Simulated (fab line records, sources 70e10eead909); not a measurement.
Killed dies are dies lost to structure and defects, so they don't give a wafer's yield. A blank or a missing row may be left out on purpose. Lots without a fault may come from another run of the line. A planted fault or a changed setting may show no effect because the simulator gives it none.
A struck lot beside a sound one | flow nand_harc | 14 steps out of a route of 1159
Sound: wafers L746.1, L746.2, L746.3. Struck: wafer L753.3. (L753.2, L753.5 of the same lot were not struck and are left out.) The cause comes at the end.
At each step with rows: each side's tool, then ch and its chambers, then its first start. Under that, the readings that differ: sound wafers | struck wafers | difference of the means | sigmas: that difference in standard deviations of wafers without a fault.
alike: readings whose means differ by less than 2 such deviations, and words and numbers that are the same on both sides. not compared: withheld readings, readings that some wafer has no value for, bounds like >300 that may hide the same value, and numbers for which the record gives no deviation and whose values overlap.
The two part at a step that has a row with sigmas, a row that says differs or no value, or rows on one side only. Numbers that don't overlap but have no deviation are shown without sigmas and don't part them. A reading that every wafer of one side lacks parts them only if that side has two wafers or more.

first, 7 steps without rows for these wafers: NHARC_A_STAIRCASE_COAT_304; NHARC_A_STAIRCASE_SOFTBAKE_305 (time 170 s); NHARC_A_STAIRCASE_EBR_306; NHARC_A_STAIRCASE_EXPOSE_307 (exposes mask CHOP 50); NHARC_A_STAIRCASE_PEB_308 (peb time 130 s); NHARC_A_STAIRCASE_DEVELOP_309 (time 140 s); NHARC_A_STAIRCASE_HARDBAKE_311 (time 140 s).
NHARC_A_STAIRCASE_DESCUM_312: chemistry O2, time 3 s.
  sound on rie_diel-03 ch 0,1,2, day 14 10:58; struck on rie_diel-03 ch 1, day 16 04:14
  reading                | sound    | struck | difference | sigmas
  rf_hours_counter_h (h) | 36 36 36 | 52     | +16        |
  alike: drypump_motor_current_A, oes_product_au, rf_vpp_V, showerhead_plenum_p_Torr, throttle_valve_pct
NHARC_A_STAIRCASE_ETCH_313: etches the open film in CF4/CHF3.
  sound on rie_diel-03 ch 0,1,2, day 14 11:03; struck on rie_diel-03 ch 0, day 16 04:19
  reading                | sound    | struck | difference | sigmas
  rf_hours_counter_h (h) | 36 36 36 | 54     | +18        |
  alike: cf4_flow_sccm, drypump_motor_current_A, oes_product_au, rf_vpp_V, showerhead_plenum_p_Torr, throttle_valve_pct
NHARC_A_STAIRCASE_HM_OPEN_463: chemistry O2/COS.
  sound on rie_diel-03 ch 0,1,2; struck on rie_diel-03 ch 1
  reading                | sound             | struck | difference | sigmas
  cos_flow_sccm (sccm)   | 19.92 19.87 20.00 | 20.06  | +0.13      | +2
  rf_hours_counter_h (h) | 36 36 36          | 52     | +16        |
  alike: drypump_motor_current_A, oes_product_au, rf_vpp_V, showerhead_plenum_p_Torr, throttle_valve_pct
then, 1 step without rows for these wafers: NHARC_A_STAIRCASE_STRIP_464 (strips in O2/COS).
NHARC_A_STAIRCASE_ETCH_453: etches the open film in CF4/O2, target depth 30 nm, overetch 3 nm, time 16.5 s.
  sound on rie_diel-03 ch 0,1,2, day 14 11:31; struck on rie_diel-03 ch 1, day 16 04:46
  reading                         | sound                | struck | difference | sigmas
  cf4_flow_sccm (sccm)            | 79.86 80.21 79.95    | 39.93  | -40.08     | -99 or more
  oes_f_703_au (a.u.)             | 1.006 1.004 1.005    | 1.146  | +0.141     | +32
  oes_o_777_au (a.u.)             | 1.006 0.993 0.996    | 2.031  | +1.033     | +99 or more
  rf_hours_counter_h (h)          | 36 36 36             | 52     | +16        |
  showerhead_plenum_p_Torr (Torr) | 1.24 1.44 1.28       | 0.85   | -0.47      | -6
  throttle_valve_pct (%)          | 13.399 13.406 13.398 | 10.381 | -3.020     | -99 or more
  alike: drypump_motor_current_A, oes_product_au, rf_vpp_V
NHARC_A_STAIRCASE_ETCH_315: etches the open film in C4F8/O2/Ar, target depth 2500 nm, time 607.1 s.
  sound on rie_diel-03 ch 0,2,3; struck on rie_diel-03 ch 2
  reading                | sound    | struck | difference | sigmas
  rf_hours_counter_h (h) | 36 37 36 | 54     | +18        |
  alike: oes_product_au, rf_vpp_V
NHARC_END_SORT_01:
  the record has rows for the sound wafers here (prober-02 ch 0, day 21 13:58) and none for the struck ones

WHERE THEY PART
First at NHARC_A_STAIRCASE_HM_OPEN_463; last, within this record, at NHARC_END_SORT_01.

WHY: what the simulator had put in
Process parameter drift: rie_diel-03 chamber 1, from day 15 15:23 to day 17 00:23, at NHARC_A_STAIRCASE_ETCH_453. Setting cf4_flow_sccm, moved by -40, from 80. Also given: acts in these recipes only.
